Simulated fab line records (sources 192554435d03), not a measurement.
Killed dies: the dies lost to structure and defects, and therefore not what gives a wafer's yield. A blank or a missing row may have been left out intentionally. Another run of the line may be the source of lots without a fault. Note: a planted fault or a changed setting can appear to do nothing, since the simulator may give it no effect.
Chamber matching -- flow n5 finfet -- N5_BEOL_M7_ALD_77 on ald metal-02: 4 sister chambers
The step deposits TaN, target thk 2 nm, pulse time 2 s, purge time 3 s. 4 wafers are shown with their chamber, then 12 later ones without.

== EACH WAFER AND ITS CHAMBER ==
wafer,chamber,heater power w (W)
L094.3,0,418
L094.4,1,413
L094.5,3,486
L094.6,2,464

== WAFERS WHOSE CHAMBER IS MISSING ==
wafer,heater power w (W)
L093.3,420
L093.5,417
L093.6,464
L096.4,478
L096.5,410
L096.6,466
L095.1,470
L095.2,423
L095.4,412
L097.1,473
L097.2,471
L097.6,472

== THE CHAMBER EACH PASSED THROUGH ==
wafer,from the rows above,in truth
L093.3,can't be placed: 0 or 1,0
L093.5,can't be placed: 0 or 1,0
L093.6,2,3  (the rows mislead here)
L096.4,can't be placed: 3 or 2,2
L096.5,can't be placed: 1 or 0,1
L096.6,2,2
L095.1,can't be placed: 2 or 3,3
L095.2,can't be placed: 0 or 1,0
L095.4,can't be placed: 1 or 0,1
L097.1,can't be placed: 2 or 3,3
L097.2,can't be placed: 2 or 3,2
L097.6,can't be placed: 2 or 3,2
Correct placement for 1 of the 12. These rows do not allow placing 10 (true chamber among the candidates in 10). 1 placed wrongly.
How it was worked out, from the rows above alone: a wafer's distance from a chamber is the root of the sum, over the readings, of the square of ((its reading less the chamber's mean) divided by the reading's scatter). The wafer belongs to the nearest chamber; if the next one is less than 2 further off, it can't be placed. The mean given for a chamber averages the wafers shown for that chamber. The scatter: root of mean squared gap, hidden wafer to nearest shown wafer, with one shown wafer a chamber.
